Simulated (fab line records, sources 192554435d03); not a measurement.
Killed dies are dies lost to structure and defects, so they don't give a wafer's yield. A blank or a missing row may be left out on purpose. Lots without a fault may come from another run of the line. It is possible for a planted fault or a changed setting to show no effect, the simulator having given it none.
fab line records	flow n5Finfet
record lots=10	wafers=29	lastDay=19
route steps=1938 shown SDB@374 HKMG_FIN@386 BEOL_M4@1111 PASSIVATION@1936
lots untouched by any fault: they come from a run of this same line in which no faults occurred
startH: hours from the record's opening day to when the first of the lot's shown wafers began	waitH: time in hours since the lot's previous step	" repeats the value in the row above	L1.1+2: a single row standing in for several wafers	- either no value or no given start	* or withheld: withheld	< > ~ a bound
route shown NAME@n: a module of which the file shows steps, and the number in the route of the first	usual: mean/standard deviation taken from wafers without a fault	same: alike in all rows	chamber/n: place in a boat	sites: readings site by site	_std_site: standard deviation across them	_edge_site: the outer-site mean with the inner-site mean subtracted	radiusMm: how far each site lies from the wafer's centre	mask NAME#n: copy n	behind: the most recent tool/chamber to have shaped the wafer	hold: why the lot went on hold/how many hours it stayed there/how the hold came to an end	device: the transistor (n, p or np) that didn't switch	end of line: tests of these same wafers at the route's end	a step given without rows: its recipe and nothing more	killed: count of dies lost to structure and defects at first sort (not the wafer's yield)	map: shows each die of a wafer: x if killed, . if not, _ if none is there
set.NAME: the setting the step ran with; set.NAME@STEP: the setting that earlier step ran with	model.NAME: the simulator's own value behind a step, which no gauge read
a sample of lots followed through the steps of the route, with each step as a table and each wafer as a row
services: when a tool's chamber went out of use (startH, in hours from the record's first day, below 0 if earlier), for how many hours, and the reason
## steps
# step N5_SDB_CMP_30
# recipe stopOn=poly-Si	tOverpolishS=1.54	postCmpClean=alkalineBrush	downForcePsi=4.1491	platenRpm=51.796	padVelocityMS=1.0306	targetThkNm=30
# usual motorCurrentA=12.2/1.5	overpolishRunS=1.541/0.0085	platenRpm=51.800/0.029	retainingRingPressureFrac=0.999/0.0051	timeToEndpointS=16.8/2.2
lot.wafer	tool	chamber	startH	waitH	motorCurrentA	overpolishRunS	platenRpm	retainingRingPressureFrac	timeToEndpointS
L919.2	cmp-01	1	73.28	1.4	10.5	1.539	51.805	1.001	15.0
L919.6	"	1	"	"	10.5	1.539	51.789	1.004	14.4
L919.5	"	2	"	"	10.5	1.537	51.811	1.005	17.0
L920.2	cmp-04	3	77.38	1.5	12.8	1.545	51.802	0.998	13.6
L920.4	"	0	"	"	10.5	1.546	51.826	0.995	16.1
L920.5	"	2	"	"	11.0	1.536	51.802	1.004	16.4
L921.2	cmp-04	1	84.38	1.4	13.9	1.543	51.751	1.002	22.3
L921.4	"	2	"	"	12.7	1.544	51.765	1.002	20.3
L921.6	"	2	"	"	11.7	1.543	51.807	0.993	22.0
L922.3	cmp-01	3	88.29	1.4	14.1	1.531	51.837	0.995	18.7
L922.2	"	1	"	"	10.5	1.552	51.835	0.995	16.9
L922.6	"	0	"	"	13.8	1.541	51.827	1.011	15.7
L924.1	cmp-01	1	98.28	1.4	11.0	1.543	51.804	0.988	15.8
L924.4	"	0	"	"	14.6	1.543	51.848	0.993	20.8
L924.5	"	2	"	"	10.2	1.547	51.759	1.003	16.0
L926.3	cmp-01	0	112.01	1.4	14.4	1.539	51.828	0.994	21.5
L926.5	"	3	"	"	14.1	1.556	51.848	0.992	19.8
L926.6	"	0	"	"	14.5	1.535	51.826	0.996	21.0
L937.4	cmp-04	2	177.42	0.1	12.2	1.525	51.802	1.004	15.2
L937.5	"	2	"	"	11.8	1.545	51.769	1.006	13.6
L939.2	cmp-03	3	191.20	1.5	11.7	1.532	51.789	1.000	19.8
L939.1	"	0	"	"	14.8	1.528	51.818	0.996	20.7
L939.5	"	2	"	"	13.1	1.552	51.808	0.998	17.8
L940.4	cmp-04	0	200.83	1.6	10.4	1.531	51.820	1.000	19.2
L940.1	"	1	"	"	14.6	1.541	51.780	1.003	18.2
L940.5	"	3	"	"	12.5	1.536	51.784	1.001	15.5
L941.2	cmp-04	0	202.65	1.5	10.1	1.537	51.794	0.996	13.5
L941.3	"	2	"	"	12.2	1.544	51.845	1.002	14.9
L941.6	"	0	"	"	9.7	1.531	51.782	0.996	14.7
# step N5_HKMG_FIN_HK_ALD_01
# recipe material=HfO2	targetThkA=16	tempC=withheld	aldPrecursorFamily=HfCl4	aldCoReactant=H2O	pulseTimeS=3	purgeTimeS=3	coReactantPurgeTimeS=2.5	coReactantPulseTimeS=0.3	aldCycles=30
# usual coReactantPulseTimeS=0.3/0	precursorPulseHeightRel=0.999/0.019
lot.wafer	tool	chamber	startH	waitH	coReactantPulseTimeS	precursorPulseHeightRel
L919.2	aldHk-03	2	74.20	0.0	0.3	0.983
L919.5	"	1	"	"	0.3	0.998
L919.6	"	2	"	"	0.3	0.992
L920.2	aldHk-02	2	78.26	0.0	0.3	1.008
L920.4	"	1	"	"	0.3	0.969
L920.5	"	0	"	"	0.3	0.990
L921.2	aldHk-02	3	85.29	0.0	0.3	0.972
L921.4	"	0	"	"	0.3	0.988
L921.6	"	3	"	"	0.3	0.993
L922.2	aldHk-03	2	89.20	0.0	0.3	1.027
L922.3	"	3	"	"	0.3	0.978
L922.6	"	0	"	"	0.3	1.021
L924.1	aldHk-02	1	99.25	0.0	0.3	0.975
L924.4	"	3	"	"	0.3	0.998
L924.5	"	3	"	"	0.3	0.966
L926.3	aldHk-02	2	112.88	0.0	0.3	0.995
L926.5	"	3	"	"	0.3	1.015
L926.6	"	2	"	"	0.3	0.995
L937.4	aldHk-01	3	178.29	0.0	0.3	0.988
L937.5	"	2	"	"	0.3	0.971
L939.1	aldHk-03	2	192.10	0.0	0.3	0.957
L939.2	"	0	"	"	0.3	1.002
L939.5	"	3	"	"	0.3	1.009
L940.1	aldHk-01	0	201.72	0.0	0.3	0.988
L940.4	"	2	"	"	0.3	1.005
L940.5	"	3	"	"	0.3	1.031
L941.2	aldHk-03	2	203.52	0.0	0.3	0.974
L941.3	"	0	"	"	0.3	0.984
L941.6	"	2	"	"	0.3	1.022
# step N5_HKMG_FIN_ALD_74
# recipe material=La2O3	targetThkA=5	tempC=250	aldPrecursorFamily=La-Cp	aldCoReactant=O3	pulseTimeS=6	coReactantPulseTimeS=1	purgeTimeS=3	coReactantPurgeTimeS=3
# usual coReactantPulseTimeS=1/0	heaterPowerW=344/34	precursorPulseHeightRel=1.001/0.019
lot.wafer	tool	chamber	startH	waitH	coReactantPulseTimeS	heaterPowerW	precursorPulseHeightRel
L919.2	aldHk-01	2	74.60	0.2	1	387	1.000
L919.5	"	0	"	"	1	321	1.025
L919.6	"	3	"	"	1	355	1.009
L920.2	aldHk-03	1	78.67	0.2	1	323	0.986
L920.4	"	2	"	"	1	360	1.007
L920.5	"	2	"	"	1	347	0.982
L921.2	aldHk-03	2	85.69	0.2	1	358	1.030
L921.4	"	1	"	"	1	330	1.009
L921.6	"	1	"	"	1	326	0.984
L922.2	aldHk-01	1	89.60	0.2	1	302	0.989
L922.3	"	2	"	"	1	391	0.967
L922.6	"	2	"	"	1	398	1.009
L924.1	aldHk-03	1	99.72	0.2	1	326	0.983
L924.4	"	2	"	"	1	349	1.034
L924.5	"	2	"	"	1	358	0.991
L926.3	aldHk-03	0	113.28	0.1	1	404	1.017
L926.5	"	0	"	"	1	401	1.001
L926.6	"	1	"	"	1	325	0.982
L937.4	aldHk-03	3	178.69	0.1	1.0519	325	1.014
L937.5	"	2	"	"	1	344	1.014
L939.1	aldHk-01	1	192.52	0.2	1	311	1.016
L939.2	"	2	"	"	1	398	1.026
L939.5	"	1	"	"	1	314	0.978
L940.1	aldHk-02	0	202.12	0.2	1	362	0.984
L940.4	"	3	"	"	1	293	0.959
L940.5	"	3	"	"	1	284	0.995
L941.2	aldHk-01	2	203.92	0.2	1	401	1.006
L941.3	"	3	"	"	1	359	0.991
L941.6	"	0	"	"	1	313	0.977
# step N5_HKMG_FIN_OVL_MEAS_50
# recipe pointsPerWafer=44
# usual NDIPOLE_OVL=-0.2/0.63
# same pointsPerWafer=44
lot.wafer	tool	chamber	startH	waitH	NDIPOLE_OVL[nm]
L919.2	overlay-01	0	75.17	0.0	0.1
L919.5	"	0	"	"	-0.7
L919.6	"	0	"	"	0.4
L920.2	overlay-01	0	79.24	0.0	-1.3
L920.4	"	0	"	"	-0.2
L920.5	"	0	"	"	0.0
L921.2	overlay-01	0	86.26	0.0	-0.7
L921.4	"	0	"	"	0.2
L921.6	"	0	"	"	0.0
L922.2	overlay-01	0	90.17	0.0	-0.4
L922.3	"	0	"	"	0.7
L922.6	"	0	"	"	-0.7
L924.1	overlay-02	0	100.16	0.0	-0.6
L924.4	"	0	"	"	-0.4
L924.5	"	0	"	"	-0.7
L926.3	overlay-01	0	114.31	0.0	0.0
L926.5	"	0	"	"	0.8
L926.6	"	0	"	"	0.7
L937.4	overlay-02	0	179.27	0.0	-0.5
L937.5	"	0	"	"	0.0
L939.1	overlay-01	0	192.97	0.0	-0.6
L939.2	"	0	"	"	-0.8
L939.5	"	0	"	"	-1.7
L940.1	overlay-01	0	202.69	0.0	-0.6
L940.4	"	0	"	"	-0.3
L940.5	"	0	"	"	-0.5
L941.2	overlay-01	0	204.49	0.0	-0.4
L941.3	"	0	"	"	0.8
L941.6	"	0	"	"	0.2
# step N5_BEOL_M4_RC_MEAS_101
# usual DIBL_N=36.6/1.9	DIBL_P=36.7/2.2	IOFF_N=0.16/0.035	IOFF_P=0.22/0.038	ION_N=672/14	ION_P=462/8.3	SS_N=71.6/0.65	SS_P=73.5/0.72	VT_N=250/3.5	VT_P=-250/3.1
lot.wafer	tool	chamber	startH	waitH	DIBL_N[mV/V]	DIBL_P[mV/V]	IOFF_N[nA/um]	IOFF_P[nA/um]	ION_N[uA/um]	ION_P[uA/um]	SS_N[mV/dec]	SS_P[mV/dec]	VT_N[mV]	VT_P[mV]
L920.2	prober-02	0	202.64	0.2	37.8	36.2	0.15	0.21	666	459	71.6	72.7	250	-249
L920.4	"	0	"	"	42.0	40.1	0.27	0.27	682	458	73.9	74.7	245	-249
L920.5	"	0	"	"	34.8	33.9	0.13	0.18	680	468	71.1	72.6	252	-251
L919.2	prober-01	0	203.17	0.2	39.2	40.5	0.22	0.34	686	483	71.1	74.5	243	-239
L919.5	"	0	"	"	37.5	39.0	0.17	0.29	677	471	71.0	73.9	247	-244
L919.6	"	0	"	"	33.2	32.6	0.10	0.18	646	455	69.9	72.5	255	-252
L922.2	prober-02	0	213.24	0.2	35.1	35.1	0.14	0.18	679	466	71.7	72.6	252	-252
L922.3	"	0	"	"	36.8	37.9	0.16	0.22	668	460	71.1	74.0	253	-251
L922.6	"	0	"	"	35.6	36.8	0.15	0.21	680	469	70.9	72.8	250	-249
L921.2	prober-02	0	218.38	0.2	37.3	37.3	0.16	0.25	690	480	71.2	73.6	248	-247
L921.4	"	0	"	"	33.2	32.7	0.11	0.18	685	474	70.0	72.5	253	-250
L921.6	"	0	"	"	34.2	34.5	0.13	0.20	676	477	70.5	72.5	251	-249
L924.1	prober-02	0	222.91	0.0	35.6	35.6	0.12	0.20	653	462	71.6	72.9	255	-250
L924.4	"	0	"	"	37.4	37.6	0.16	0.22	651	448	72.3	73.5	252	-251
L924.5	"	0	"	"	34.8	36.4	0.13	0.21	661	462	70.8	73.2	253	-248
L926.3	prober-01	0	237.16	0.3	35.9	35.8	0.14	0.16	675	454	71.9	73.2	254	-256
L926.5	"	0	"	"	37.0	38.1	0.17	0.21	661	455	71.1	74.0	250	-252
L926.6	"	0	"	"	38.1	38.4	0.18	0.22	685	465	72.2	74.1	250	-254
L937.4	prober-02	0	302.06	0.5	40.1	40.6	0.25	0.26	683	459	72.1	74.9	243	-249
L937.5	"	0	"	"	37.1	36.5	0.17	0.20	686	466	71.5	73.9	246	-253
L939.1	prober-01	0	319.10	0.0	37.4	38.4	0.16	0.22	678	468	71.0	74.4	251	-249
L939.2	"	0	"	"	37.4	38.9	0.17	0.25	667	455	71.4	73.9	253	-247
L939.5	"	0	"	"	38.9	38.7	0.18	0.24	654	452	72.4	74.9	254	-249
L941.2	prober-02	0	319.81	0.2	38.0	37.2	0.19	0.26	699	472	71.8	73.5	249	-244
L941.3	"	0	"	"	39.0	39.1	0.23	0.31	682	467	71.8	74.1	245	-244
L941.6	"	0	"	"	37.8	36.6	0.18	0.25	674	463	72.4	73.6	248	-245
L940.1	prober-02	0	326.31	0.0	38.1	37.1	0.19	0.25	669	458	71.4	73.8	249	-248
L940.4	"	0	"	"	35.2	34.2	0.14	0.19	680	466	71.2	72.6	251	-250
L940.5	"	0	"	"	35.7	34.4	0.14	0.21	678	474	71.6	73.6	249	-248
# step N5_PASSIVATION_PROBE_49
# usual defectLimitedYield=91.6/1.4	killed_at_M0_to_M3=35/10	killed_at_M4_up=13/4.8	killedAtContacts=12/7.2	killedAtFrontEnd=36/12	killedAtOther=4/3.1	killedDies=100/17	killedOpen=66/13	killedShort=32/7.3	sort_bin_4_leakage=0.00/0.0099	sort_bin_5_function=5.0/0.94	sort_bin_6_memory=3.1/0.67	sort_bin_8_speed=0.01/0.047	sortNPass=1080/17	sortYieldPct=91.6/1.4
# same grossDies=1180	killedAtBackSide=0
lot.wafer	tool	chamber	startH	waitH	defectLimitedYield[%]	killed_at_M0_to_M3	killed_at_M4_up	killedAtContacts	killedAtFrontEnd	killedAtOther	killedDies	killedOpen	killedShort	sort_bin_4_leakage[%]	sort_bin_5_function[%]	sort_bin_6_memory[%]	sort_bin_8_speed[%]	sortNPass	sortYieldPct[%]
L937.4	prober-02	-	428.13	0.2	92.3	22	11	11	42	5	91	63	28	0	4.2	3.3	0	1089	92.3
# killed by level:class
L937.4 STI_FIN_REVEAL:geometricParticle:open=16 MOL_CONTACT_COAG:geometricParticle:open=9 BEOL_M2:geometricParticle:open=6 STI_FIN_REVEAL:geometricParticle:short=5 BEOL_M0_SAQP:geometricParticle:open=5 FIN_SAQP:geometricParticle:open=4 GATE_CUT:geometricParticle:open=4 BEOL_M5:geometricParticle:open=4
## services
tool	chamber	startH	hours	kind
cmp-03	-	51.57	-	consumableReplace:conditioner
cmp-03	-	51.57	-	consumableReplace:pad
cmp-04	-	52.85	0.8	repair
cmp-01	-	77.15	0.6	repair
cmp-03	-	81.09	2.1	repair
cmp-01	-	82.30	5.8	pm
cmp-04	-	112.66	1.5	repair
cmp-03	-	123.06	10.0	repair
cmp-01	-	145.28	7.5	pm
cmp-01	-	164.61	0.9	repair
cmp-01	-	167.81	0.7	repair
cmp-04	-	172.74	4.0	pm
cmp-04	-	176.74	-	consumableReplace:conditioner
cmp-04	-	176.74	-	consumableReplace:pad
cmp-04	-	189.57	3.7	pm
cmp-03	-	200.62	13.4	pm
## key
firstSign step=N5_HKMG_FIN_ALD_74	reading=coReactantPulseTimeS	direction=up	sigmas=99+	usual=*	struck=*
effect none on later readings
metAt N5_HKMG_FIN_ALD_74
struckLots L937
struckWafers L937.4
notActingAt N5_SDB_CMP_30,N5_HKMG_FIN_HK_ALD_01,N5_HKMG_FIN_OVL_MEAS_50
onsetBetween 113.28 178.69
fault kind=processParameterDrift	tool=aldHk-03	chamber=-	onsetH=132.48	steps=N5_HKMG_FIN_ALD_74	channel=coReactantPulseTimeS	offset=*	shape=step	endH=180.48	scope=struckWafersOnly	actsIn=*	stated=*
